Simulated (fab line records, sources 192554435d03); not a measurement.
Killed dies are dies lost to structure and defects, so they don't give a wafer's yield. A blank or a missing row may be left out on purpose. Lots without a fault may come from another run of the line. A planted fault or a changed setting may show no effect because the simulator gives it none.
Chamber matching | flow n5_finfet | N5_BEOL_M11_STRIP_67 on rie_diel-05: 4 sister chambers
The step strips in CF4. 22 wafers are shown with their chamber, then 11 later ones without.

WAFERS WITH THEIR CHAMBER
wafer  | chamber | showerhead_plenum_p_Torr (Torr) | rf_vpp_V (V) | throttle_valve_pct (%)
L078.1 | 2       | 1.84                            | 272.5        | 13.6
L078.2 | 0       | 1.81                            | 272.5        | 13.1
L078.3 | 3       | 1.75                            | 270.7        | 12.9
L078.4 | 0       | 1.81                            | 271.6        | 13.1
L078.5 | 3       | 1.75                            | 268.7        | 12.9
L078.6 | 2       | 1.84                            | 271.9        | 13.6
L081.2 | 0       | 1.81                            | 273.3        | 13.1
L081.3 | 1       | 1.89                            | 272.8        | 13.0
L081.5 | 3       | 1.75                            | 270.4        | 12.9
L086.1 | 2       | 1.84                            | 271.1        | 13.0
L086.3 | 3       | 1.74                            | 270.8        | 12.9
L086.4 | 0       | 1.81                            | 271.3        | 13.1
L087.1 | 2       | 1.84                            | 272.3        | 13.0
L087.2 | 3       | 1.74                            | 270.3        | 12.9
L087.3 | 1       | 1.88                            | 274.2        | 13.0
L087.4 | 0       | 1.81                            | 272.7        | 13.1
L087.5 | 3       | 1.74                            | 269.5        | 12.9
L087.6 | 0       | 1.81                            | 271.0        | 13.1
L089.1 | 2       | 1.84                            | 271.1        | 13.0
L089.2 | 0       | 1.81                            | 271.8        | 13.1
L089.3 | 1       | 1.88                            | 272.7        | 13.1
L089.4 | 3       | 1.74                            | 270.0        | 12.9

SIGNATURES (means of the wafers above)
reading                  | chamber 0 | chamber 1 | chamber 2 | chamber 3 | scatter within a chamber
showerhead_plenum_p_Torr | 1.8100    | 1.8833    | 1.8400    | 1.7443    | 0.00364
rf_vpp_V                 | 272.029   | 273.233   | 271.780   | 270.057   | 0.765
throttle_valve_pct       | 13.100    | 13.033    | 13.240    | 12.900    | 0.156
Rule: a wafer's distance from a chamber is the root of the sum, over the readings, of the square of ((its reading less the chamber's mean) divided by the reading's scatter). The wafer belongs to the nearest chamber; if the next one is less than 2 further off, it can't be placed. The scatter: the root of (the sum of the squares of (reading less its chamber's mean) over the shown wafers, divided by (wafers less chambers)).

WAFERS WITHOUT THEIR CHAMBER
wafer  | showerhead_plenum_p_Torr (Torr) | rf_vpp_V (V) | throttle_valve_pct (%)
L089.5 | 1.88                            | 274.3        | 13.0
L089.6 | 1.84                            | 271.2        | 13.0
L090.1 | 1.84                            | 270.9        | 13.1
L090.2 | 1.81                            | 271.0        | 13.1
L090.3 | 1.88                            | 273.8        | 13.0
L090.4 | 1.74                            | 269.6        | 12.9
L090.5 | 1.88                            | 273.3        | 13.0
L090.6 | 1.81                            | 271.5        | 13.1
L094.1 | 1.81                            | 271.5        | 13.2
L094.2 | 1.88                            | 272.5        | 13.1
L094.6 | 1.88                            | 273.3        | 13.1

WHICH CHAMBER EACH WENT THROUGH
wafer  | from the rows above | in truth
L089.5 | 1                   | 1
L089.6 | 2                   | 2
L090.1 | 2                   | 2
L090.2 | 0                   | 0
L090.3 | 1                   | 1
L090.4 | 3                   | 3
L090.5 | 1                   | 1
L090.6 | 0                   | 0
L094.1 | 0                   | 0
L094.2 | 1                   | 1
L094.6 | 1                   | 1
Placed correctly: 11 of 11. Can't be placed from these rows: 0. Placed wrongly: 0.
